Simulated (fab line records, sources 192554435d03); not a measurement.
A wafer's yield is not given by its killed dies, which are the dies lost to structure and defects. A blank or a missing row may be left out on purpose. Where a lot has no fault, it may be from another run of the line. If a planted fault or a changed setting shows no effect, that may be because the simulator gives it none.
fab line records	flow n5_finfet
record: lots: 10	wafers: 27	last_day: 17
route steps=1938 shown PMOS_HMC_CHANNEL_EPI@69 BEOL_M4@1111 TV_OPEN@1889 PASSIVATION@1927
lots untouched by any fault: they come from a run of this same line in which no faults occurred
start_h: start of the lot's first displayed wafer, in hours after the record's first day	wait_h: hours since the lot's step before	" identical to the entry in the row above	L1.1+2: several wafers, shown together as one row	- no value present, or no start provided	* or withheld: withheld	< > ~ a bound
route shown NAME@n: NAME is a module with steps in the file, n the number in the route of the first one	usual: average and standard deviation across the fault-free wafers	same: alike in all rows	chamber/n: place in a boat	sites: the reading at each site	_std_site: standard deviation of those values	_edge_site: inner sites' mean taken away from outer sites' mean	radius_mm: for every site, how far away it sits from the centre of the wafer	mask NAME#n: copy n	behind: the tool/chamber that last shaped the wafer	hold: why the lot was held/for how many hours/how that ended	device: which transistor (n, p or np) failed to switch	end of line: tests run on the same wafers once the route is complete	a step without rows: its recipe alone	killed: dies lost to structure and defects at the first sort, not the wafer's yield	map: a wafer's dies, marking killed ones x, the rest . and places with no die _
set.NAME: the run value of the setting; set.NAME@STEP: its run value at that earlier step	model.NAME: the simulator's own value behind a step, which no gauge read
route steps across a sampled set of lots; one table per step, one row per wafer
services: a tool's chamber out of use, with start hour (start_h, from the record's first day; less than 0 if before it), hours out, and reason
== steps ==
step: N5_PMOS_HMC_CHANNEL_EPI_ETCH_32
recipe: chemistry: N2/H2	target: BARC	stop_on: SiO2	target_depth_a: 858	over_etch_frac: 0.3	time_s: 50.3	ion_energy_ev: 200	mask_material: CAR-ArF-block	pressure_mtorr: 30	source_w: 840	bias_w: 150	n2_flow_sccm: 200	h2_flow_sccm: 200
usual: drypump_motor_current_A: 5.7/0.33	oes_product_au: 0.65/0.059	rf_vpp_V: 524.4/2	showerhead_plenum_p_Torr: 2.56/0.068	throttle_valve_pct: 17.87/0.22
lot.wafer	tool	chamber	start_h	wait_h	drypump_motor_current_A	oes_product_au	rf_hours_counter_h	rf_vpp_V	showerhead_plenum_p_Torr	throttle_valve_pct
L416.2	rie_diel-04	1	23.16	0.0	6.3	0.62	176	525.8	2.63	17.93
L416.4	"	0	"	"	5.7	0.62	197	526.8	2.65	18.00
L416.6	"	0	"	"	5.7	0.63	-	524.9	2.65	18.01
L417.2	rie_diel-01	1	29.55	0.0	5.5	0.67	132	523.1	2.55	17.74
L417.3	"	3	"	"	5.7	0.67	98	520.9	2.46	17.67
L417.5	"	2	"	"	5.4	0.62	-	524.3	2.53	18.30
L418.1	rie_diel-05	3	35.49	0.0	5.6	0.62	170	523.8	2.54	17.80
L418.2	"	0	"	"	5.4	0.58	240	521.1	2.40	18.12
L418.5	"	0	"	"	5.4	0.58	-	520.2	2.40	18.11
L419.2	rie_diel-04	3	43.64	0.0	5.9	0.62	208	524.9	2.63	18.07
L419.6	"	2	"	"	6.2	0.60	-	522.9	2.51	17.83
L420.3	rie_diel-01	2	49.51	0.0	5.4	0.62	204	524.2	2.52	18.30
L420.4	"	0	"	"	5.3	0.75	29	524.7	2.58	17.64
L420.5	"	2	"	"	5.4	0.61	-	523.1	2.52	18.30
L427.4	rie_diel-01	2	89.30	0.0	5.4	0.54	215	522.4	2.52	18.30
L427.5	"	1	"	"	5.5	0.58	-	523.7	2.54	17.75
L429.4	rie_diel-01	3	101.18	0.0	5.7	0.58	-	520.4	2.45	17.71
L429.5	"	1	"	"	5.5	0.58	-	523.0	2.54	17.77
L431.3	rie_diel-04	0	114.94	0.0	5.7	0.62	226	525.6	2.63	18.04
L431.4	"	1	"	"	6.3	0.61	205	524.8	2.61	17.97
L431.5	"	0	"	"	5.7	0.61	-	525.3	2.63	18.04
L434.2	rie_diel-04	0	131.90	0.0	5.7	0.61	231	526.0	2.63	18.05
L434.3	"	3	"	"	5.9	0.60	236	526.1	2.62	18.13
L434.4	"	1	"	"	6.3	0.60	210	525.1	2.61	17.98
L438.2	rie_diel-05	3	155.92	0.0	5.6	0.60	210	522.5	2.52	17.87
L438.4	"	2	"	"	5.9	0.62	209	523.5	2.52	17.90
L438.5	"	1	"	"	5.2	0.66	-	525.0	2.55	17.63
step: N5_BEOL_M4_RC_MEAS_101
usual: DIBL_N: 36.0/1.9	DIBL_P: 36.0/2.1	IOFF_N: 0.155/0.029	IOFF_P: 0.20/0.032	ION_N: 672/11	ION_P: 461/6.9	SS_N: 71.5/0.58	SS_P: 73.2/0.64	VT_N: 250.4/2.9	VT_P: -251.0/2.8
lot.wafer	tool	chamber	start_h	wait_h	DIBL_N[mV/V]	DIBL_P[mV/V]	IOFF_N[nA/um]	IOFF_P[nA/um]	ION_N[uA/um]	ION_P[uA/um]	SS_N[mV/dec]	SS_P[mV/dec]	VT_N[mV]	VT_P[mV]
L416.2	prober-02	0	185.41	0.2	36.5	35.3	0.129	0.19	654	452	71.4	73.9	254.5	-251.4
L416.4	"	0	"	"	34.5	33.6	0.114	0.18	672	470	71.0	72.9	254.6	-251.4
L416.6	"	0	"	"	34.4	33.3	0.112	0.17	666	462	70.8	72.3	254.9	-253.8
L418.1	prober-02	0	187.11	0.0	38.1	39.4	0.192	0.26	696	475	71.6	74.1	247.3	-244.9
L418.2	"	0	"	"	39.6	40.4	0.218	0.27	682	466	72.0	73.4	244.8	-248.1
L418.5	"	0	"	"	39.5	39.7	0.213	0.27	705	478	71.0	73.7	247.4	-247.3
L417.2	prober-01	0	187.22	0.2	34.9	34.6	0.145	0.22	661	457	71.4	72.4	249.4	-248.6
L417.3	"	0	"	"	35.2	35.3	0.160	0.22	670	462	71.6	73.1	245.6	-248.3
L417.5	"	0	"	"	36.4	35.9	0.168	0.22	669	460	72.3	72.6	247.4	-250.0
L419.2	prober-01	0	210.12	0.2	34.8	34.1	0.124	0.19	666	460	71.1	72.9	252.0	-249.1
L419.6	"	0	"	"	36.1	35.2	0.143	0.20	660	460	71.8	73.1	251.5	-249.3
L420.3	prober-02	0	214.62	0.3	40.6	39.6	0.218	0.27	676	465	72.8	74.5	248.8	-248.0
L420.4	"	0	"	"	39.2	39.2	0.194	0.25	686	466	72.2	74.2	246.9	-246.9
L420.5	"	0	"	"	41.7	41.4	0.236	0.30	678	467	72.6	74.4	246.5	-246.9
L431.3	prober-02	0	279.82	0.3	36.1	36.5	0.134	0.18	661	454	71.1	72.7	256.5	-253.1
L431.4	"	0	"	"	38.4	39.7	0.181	0.22	688	462	71.6	74.1	251.6	-251.1
L431.5	"	0	"	"	40.0	41.4	0.216	0.26	681	465	72.0	75.0	251.1	-249.7
L434.2	prober-02	0	288.21	0.2	35.1	36.4	0.144	0.21	677	467	70.6	73.3	249.4	-251.5
L434.3	"	0	"	"	32.9	34.1	0.119	0.18	654	453	70.8	72.2	250.0	-251.7
L434.4	"	0	"	"	35.1	37.0	0.155	0.22	681	469	71.7	73.2	247.5	-249.1
L438.2	prober-01	0	311.51	0.2	37.5	36.0	0.179	0.23	672	465	71.6	73.9	248.6	-246.8
L438.4	"	0	"	"	35.8	34.7	0.147	0.20	678	460	71.1	72.9	251.6	-250.3
L438.5	"	0	"	"	38.0	36.4	0.173	0.24	657	450	71.5	73.8	248.6	-252.1
step: N5_PASSIVATION_STRIP_14
recipe: chemistry: O2	power_w: 600	temp_c: 60	pressure_mtorr: 30	rf_frequency_hz: 6e+07	bias_power_w: 0	overash_fraction: 0.5	o2_flow_sccm: 225
usual: drypump_motor_current_A: 5.6/0.32	oes_product_au: 0.80/0.099	rf_vpp_V: 3.7/0.98	showerhead_plenum_p_Torr: 2.09/0.055	throttle_valve_pct: 16.61/0.17
lot.wafer	tool	chamber	start_h	wait_h	drypump_motor_current_A	oes_product_au	rf_hours_counter_h	rf_vpp_V	showerhead_plenum_p_Torr	throttle_valve_pct
L416.2	rie_diel-04	0	274.15	0.1	5.6	0.94	15	3.1	2.14	16.39
L416.4	"	3	"	"	5.9	0.89	24	6.2	2.13	16.44
L416.6	"	2	"	"	6.2	0.84	-	5.2	2.06	16.23
L418.1	rie_diel-05	1	282.18	0.1	5.2	0.73	175	4.6	2.10	16.56
L418.2	"	3	"	"	5.6	0.65	240	3.5	2.08	16.90
L418.5	"	2	"	"	5.8	0.70	-	5.7	2.07	16.75
L417.2	rie_diel-05	2	283.03	0.1	5.9	0.70	243	3.5	2.07	16.79
L417.3	"	1	"	"	5.2	0.72	175	2.7	2.10	16.54
L417.5	"	2	"	"	5.9	0.69	-	3.9	2.07	16.82
L420.3	rie_diel-04	1	310.27	0.1	6.3	0.97	8	2.4	2.15	16.50
L420.4	"	0	"	"	5.7	0.92	31	2.1	2.14	16.43
L420.5	"	1	"	"	6.3	0.98	-	4.6	2.15	16.49
L419.2	rie_diel-04	2	315.38	0.1	6.2	0.82	74	3.2	2.05	16.26
L419.6	"	1	"	"	6.3	0.96	-	4.8	2.14	16.49
L431.3	rie_diel-04	3	375.05	0.1	5.9	0.84	56	4.4	2.12	16.49
L431.4	"	0	"	"	5.7	0.86	51	3.0	2.13	16.47
L431.5	"	3	"	"	5.9	0.84	-	2.0	2.12	16.48
L434.2	rie_diel-01	2	394.06	0.1	5.4	0.89	35	4.4	2.05	16.72
L434.3	"	0	"	"	5.4	0.75	132	1.9	2.10	16.70
L434.4	"	1	"	"	5.5	0.69	242	3.5	2.07	16.79
L438.2	rie_diel-05	1	409.06	0.1	5.2	0.70	213	3.5	2.09	16.60
L438.4	"	2	"	"	5.9	0.89	19	2.6	2.06	16.44
L438.5	"	2	"	"	5.8	0.90	-	4.7	2.06	16.40
step: N5_PASSIVATION_INSPECT_67
recipe: mode: adi	inspect_instrument: macro
usual: raw_defect_count: 2.0/1.3
lot.wafer	tool	chamber	start_h	wait_h	raw_defect_count
L416.2	defect_inspect-01	-	277.22	0.0	0
L416.4	"	-	"	"	1
L416.6	"	-	"	"	2
L418.1	defect_inspect-02	-	286.36	0.0	1
L418.2	"	-	"	"	0
L418.5	"	-	"	"	1
L417.2	defect_inspect-02	-	287.06	0.0	2
L417.3	"	-	"	"	2
L417.5	"	-	"	"	1
L420.3	defect_inspect-01	-	313.67	0.0	0
L420.4	"	-	"	"	3
L420.5	"	-	"	"	3
L419.2	defect_inspect-02	-	319.04	0.0	2
L419.6	"	-	"	"	1
L431.3	defect_inspect-02	-	378.34	0.0	4
L431.4	"	-	"	"	2
L431.5	"	-	"	"	3
L434.2	defect_inspect-02	-	397.23	0.0	1
L434.3	"	-	"	"	4
L434.4	"	-	"	"	3
L438.2	defect_inspect-01	-	412.74	0.0	2
L438.4	"	-	"	"	3
L438.5	"	-	"	"	1
step: N5_PASSIVATION_STRIP_48
recipe: chemistry: O2	power_w: 600	temp_c: 60	pressure_mtorr: 30	rf_frequency_hz: 6e+07	bias_power_w: 0	overash_fraction: 0.5	o2_flow_sccm: 225
usual: drypump_motor_current_A: 5.6/0.5	oes_product_au: 0.76/0.048	rf_vpp_V: 3.8/2.7	showerhead_plenum_p_Torr: 2.08/0.065	throttle_valve_pct: 16.70/0.24
lot.wafer	tool	chamber	start_h	wait_h	drypump_motor_current_A	oes_product_au	rf_hours_counter_h	rf_vpp_V	showerhead_plenum_p_Torr	throttle_valve_pct
L416.2	rie_diel-03	2	277.93	0.1	5.6	0.81	65	0	2.13	16.32
L416.4	"	3	"	"	6.0	0.75	167	4.4	2.08	16.46
L416.6	"	3	"	"	6.0	0.72	-	8.8	2.08	16.54
L418.1	rie_diel-06	0	286.94	0.1	6.2	0.83	73	4.2	2.03	16.64
L418.2	"	1	"	"	4.9	0.70	201	1.4	2.02	17.00
L418.5	"	1	"	"	4.8	0.71	-	0	2.01	17.01
L417.2	rie_diel-02	0	287.71	0.1	5.4	0.67	193	5.1	2.06	16.82
L417.3	"	1	"	"	5.0	0.82	79	3.4	2.03	16.64
L417.5	"	0	"	"	5.4	0.73	-	4.1	2.07	16.89
L420.3	rie_diel-03	2	314.52	0.1	5.6	0.79	78	4.7	2.12	16.38
L420.4	"	0	"	"	5.5	0.76	-	4.4	2.20	16.26
L420.5	"	2	"	"	5.6	0.77	-	4.3	2.12	16.38
L419.2	rie_diel-06	0	319.83	0.1	6.3	0.79	84	0.6	2.02	16.78
L419.6	"	1	"	"	4.9	0.70	-	0.8	2.01	17.04
L431.3	rie_diel-06	0	378.95	0.1	6.2	0.77	103	3.6	2.01	16.68
L431.4	"	2	"	"	5.4	0.74	160	1.8	2.00	16.70
L431.5	"	2	"	"	5.4	0.75	-	3.9	2.00	16.74
L434.2	rie_diel-03	0	397.82	0.1	5.4	0.77	145	6.9	2.19	16.34
L434.3	"	1	"	"	6.2	0.80	119	9.6	2.11	16.54
L434.4	"	2	"	"	5.6	0.81	108	3.5	2.11	16.40
L438.2	rie_diel-02	2	413.32	0.1	5.1	0.77	112	5.3	2.02	16.92
L438.4	"	3	"	"	5.4	0.69	225	3.6	2.17	16.96
L438.5	"	2	"	"	5.1	0.79	-	7.4	2.02	16.95
step: N5_PASSIVATION_PROBE_49
usual: defect_limited_yield: 91.0/1.5	killed_at_M0_to_M3: 33/9.4	killed_at_M4_up: 14/4.8	killed_at_contacts: 13/7.3	killed_at_front_end: 43/13	killed_at_other: 3.6/2.9	killed_dies: 106/18	killed_on_rim: 14/4.2	killed_open: 69/13	killed_short: 35/8.2	sort_bin_5_function: 5.3/1	sort_bin_6_memory: 3.3/0.68	sort_bin_8_speed: 0.01/0.027	sort_n_pass: 1074/18	sort_yield_pct: 91.0/1.5
same: gross_dies: 1180	killed_at_back_side: 0	sort_bin_4_leakage[%]: 0
lot.wafer	tool	chamber	start_h	wait_h	defect_limited_yield[%]	killed_at_M0_to_M3	killed_at_M4_up	killed_at_contacts	killed_at_front_end	killed_at_other	killed_dies	killed_on_rim	killed_open	killed_short	sort_bin_5_function[%]	sort_bin_6_memory[%]	sort_bin_8_speed[%]	sort_n_pass	sort_yield_pct[%]
L417.2	prober-02	-	290.26	0.1	88.6	37	16	18	61	3	135	18	85	47	7.5	3.5	0	1045	88.6
L417.3	prober-02	-	290.31	0.1	87.6	39	12	25	64	6	146	12	96	45	7.8	4.0	0	1034	87.6
L417.5	prober-02	-	290.41	0.2	90.4	33	10	28	42	0	113	18	72	38	5.7	2.9	0	1067	90.4
L420.3	prober-01	-	317.13	0.1	95.4	19	11	1	23	0	54	7	35	19	3.1	1.4	0	1126	95.4
L420.4	prober-01	-	317.18	0.2	95.1	22	10	0	25	1	58	12	36	20	3.6	1.1	0	1122	95.1
L420.5	prober-01	-	317.23	0.2	93.1	19	13	9	35	5	81	17	62	19	4.0	2.5	0	1099	93.1
L427.4	prober-01	-	356.29	0.2	0.2	30	16	7	1122	3	1178	151	63	38	96.1	3.3	0	2	0.2
L427.5	prober-01	-	356.34	0.2	2.6	51	7	16	1074	1	1149	146	102	53	92.6	4.3	0	31	2.6
L429.4	prober-02	-	360.89	0.2	0.8	45	10	15	1098	2	1170	149	66	47	95.3	3.6	0	10	0.8
L429.5	prober-02	-	360.94	0.2	3.0	46	14	21	1059	5	1145	146	78	46	92.4	4.2	0	35	3.0
L438.2	prober-01	-	415.86	0.1	90.8	37	4	20	39	9	109	17	69	39	5.6	3.5	0	1071	90.8
L438.4	prober-01	-	415.96	0.2	91.1	34	9	21	33	8	105	12	64	33	4.3	4.0	0	1075	91.1
L438.5	prober-01	-	416.01	0.2	91.4	30	17	21	30	4	102	15	66	35	4.3	3.9	0	1078	91.4
killed by level:class
L417.2 MOL_CONTACT_COAG:geometric_particle:open=13 BEOL_M3:geometric_particle:open=10 STI_FIN_REVEAL:geometric_particle:open=9 FIN_SAQP:geometric_particle:short=7 GATE_CUT:geometric_particle:short=7 FIN_SAQP:geometric_particle:open=6 GATE_CUT:geometric_particle:open=6 BEOL_M0_SAQP:geometric_particle:short=6
L417.3 MOL_CONTACT_COAG:geometric_particle:open=20 BEOL_M2:geometric_particle:open=16 FIN_SAQP:geometric_particle:open=11 GATE_CUT:geometric_particle:short=11 STI_FIN_REVEAL:geometric_particle:open=10 FIN_SAQP:geometric_particle:short=7 BEOL_M1:geometric_particle:open=5 MOL_CONTACT_COAG:geometric_particle:short=5
L417.5 MOL_CONTACT_COAG:geometric_particle:open=21 STI_FIN_REVEAL:geometric_particle:open=9 BEOL_M0_SAQP:geometric_particle:short=9 GATE_CUT:geometric_particle:short=8 BEOL_M0_SAQP:geometric_particle:open=8 MOL_CONTACT_COAG:geometric_particle:short=7 DUMMY_GATE:geometric_particle:open=5 BEOL_M4:geometric_particle:open=5
L420.3 BEOL_M0_SAQP:geometric_particle:short=6 FIN_SAQP:geometric_particle:open=5 BEOL_M4:geometric_particle:open=5 GATE_CUT:geometric_particle:open=4 BEOL_M0_SAQP:geometric_particle:open=4 ILD0:geometric_particle:open=3 GATE_CUT:geometric_particle:short=3 BEOL_M0:geometric_particle:open=3
L420.4 BEOL_M2:geometric_particle:open=8 FIN_SAQP:geometric_particle:open=5 BEOL_M4:geometric_particle:open=5 FIN_SAQP:geometric_particle:short=4 GATE_CUT:geometric_particle:open=4 BEOL_M0_SAQP:geometric_particle:short=4 BEOL_M0:geometric_particle:open=3 BEOL_M1:geometric_particle:open=3
L420.5 FIN_SAQP:geometric_particle:open=11 MOL_CONTACT_COAG:geometric_particle:open=8 STI_FIN_REVEAL:geometric_particle:open=7 BEOL_M1:geometric_particle:open=6 BEOL_M4:geometric_particle:open=5 BEOL_M0:geometric_particle:open=4 FIN_SAQP:geometric_particle:short=3 BEOL_M0_SAQP:geometric_particle:open=3
L427.4 PMOS_HMC_CHANNEL_EPI:area_etch=1076 FIN_SAQP:geometric_particle:open=9 FIN_SAQP:geometric_particle:short=8 BEOL_M2:geometric_particle:open=8 MOL_CONTACT_COAG:geometric_particle:open=6 BEOL_M4:geometric_particle:open=5 STARTING-WAFER:geometric_particle:short=4 BEOL_M2:geometric_particle:short=4
L427.5 PMOS_HMC_CHANNEL_EPI:area_etch=993 FIN_SAQP:geometric_particle:open=22 STI_FIN_REVEAL:geometric_particle:open=15 FIN_SAQP:geometric_particle:short=14 MOL_CONTACT_COAG:geometric_particle:open=14 BEOL_M3:geometric_particle:open=10 BEOL_M0_SAQP:geometric_particle:short=10 BEOL_M0_SAQP:geometric_particle:open=9
L429.4 PMOS_HMC_CHANNEL_EPI:area_etch=1057 FIN_SAQP:geometric_particle:short=11 MOL_CONTACT_COAG:geometric_particle:open=11 BEOL_M0_SAQP:geometric_particle:short=11 BEOL_M2:geometric_particle:open=11 BEOL_M0_SAQP:geometric_particle:open=10 FIN_SAQP:geometric_particle:open=7 BEOL_M4:geometric_particle:open=7
L429.5 PMOS_HMC_CHANNEL_EPI:area_etch=1021 MOL_CONTACT_COAG:geometric_particle:open=19 BEOL_M0_SAQP:geometric_particle:short=17 BEOL_M0_SAQP:geometric_particle:open=12 FIN_SAQP:geometric_particle:short=11 FIN_SAQP:geometric_particle:open=8 BEOL_M2:geometric_particle:open=7 GATE_CUT:geometric_particle:open=5
L438.2 MOL_CONTACT_COAG:geometric_particle:open=15 BEOL_M2:geometric_particle:open=12 ILD0:geometric_particle:short=8 BEOL_M1:geometric_particle:open=6 STARTING-WAFER:geometric_particle:open=6 FIN_SAQP:geometric_particle:short=5 FIN_SAQP:geometric_particle:open=5 STI_FIN_REVEAL:geometric_particle:open=5
L438.4 BEOL_M2:geometric_particle:open=18 MOL_CONTACT_COAG:geometric_particle:open=17 FIN_SAQP:geometric_particle:open=10 HKMG_FIN:area_etch=6 FIN_SAQP:geometric_particle:short=5 BEOL_M2:geometric_particle:short=5 PASS1_DEP:geometric_particle:open=5 STI_FIN_REVEAL:geometric_particle:open=4
L438.5 MOL_CONTACT_COAG:geometric_particle:open=17 BEOL_M2:geometric_particle:open=10 BEOL_M4:geometric_particle:open=8 FIN_SAQP:geometric_particle:short=7 DUMMY_GATE:geometric_particle:open=5 MOL_CONTACT_COAG:geometric_particle:short=4 BEOL_M3:geometric_particle:open=4 FIN_SAQP:geometric_particle:open=3
== services ==
tool	chamber	start_h	hours	kind
rie_diel-05	0	20.63	4.3	repair
rie_diel-05	2	23.39	13.6	repair
rie_diel-06	-	28.41	28.1	pm
rie_diel-04	-	30.72	3.5	repair
rie_diel-01	0	83.15	5.0	repair
rie_diel-01	0	97.10	6.9	repair
rie_diel-06	-	100.57	14.6	pm
rie_diel-06	0	131.05	5.5	repair
rie_diel-05	1	141.67	9.0	repair
rie_diel-06	0	162.38	3.7	repair
rie_diel-05	3	190.29	7.9	repair
rie_diel-01	1	194.00	11.3	repair
rie_diel-01	0	197.51	3.7	repair
rie_diel-01	3	226.04	5.8	repair
rie_diel-01	2	236.17	32.3	repair
rie_diel-01	-	236.82	0.8	repair
rie_diel-04	1	253.83	13.9	repair
rie_diel-01	1	279.30	8.4	repair
rie_diel-01	3	286.15	4.1	repair
rie_diel-04	3	287.19	4.6	repair
rie_diel-05	-	295.90	14.6	pm
rie_diel-03	3	307.60	7.1	repair
rie_diel-03	0	379.04	8.9	repair
rie_diel-04	-	382.56	2.8	pm
== key ==
first_sign: step: N5_PASSIVATION_PROBE_49	reading: sort_bin_5_function	direction: up	sigmas: 88	usual: 5.3	struck: 94.1
effect: step: N5_PASSIVATION_PROBE_49	reading: killed_at_front_end	direction: up	sigmas: 80	usual: 43	struck: 1088
more_kills_born_at: N5_PMOS_HMC_CHANNEL_EPI_ETCH_32@rie_diel-01: 4147
met_at N5_PMOS_HMC_CHANNEL_EPI_ETCH_32
struck_lots L427,L429
struck_wafers L427.4,L427.5,L429.4,L429.5
later_rows_left_out L427.4,L427.5,L429.4,L429.5
not_acting_at N5_PASSIVATION_STRIP_14,N5_PASSIVATION_INSPECT_67,N5_PASSIVATION_STRIP_48
onset_between 49.51 89.30
fault: kind: process_parameter_drift	tool: rie_diel-01	chamber: -	onset_h: 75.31	steps: N5_PMOS_HMC_CHANNEL_EPI_ETCH_32	channel: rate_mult	offset: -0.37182	shape: step	end_h: 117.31	scope: struck_wafers_only
later_rows_left_out: the simulator's readings of these wafers behind a module that went badly wrong aren't trusted and aren't shown, but for the sort
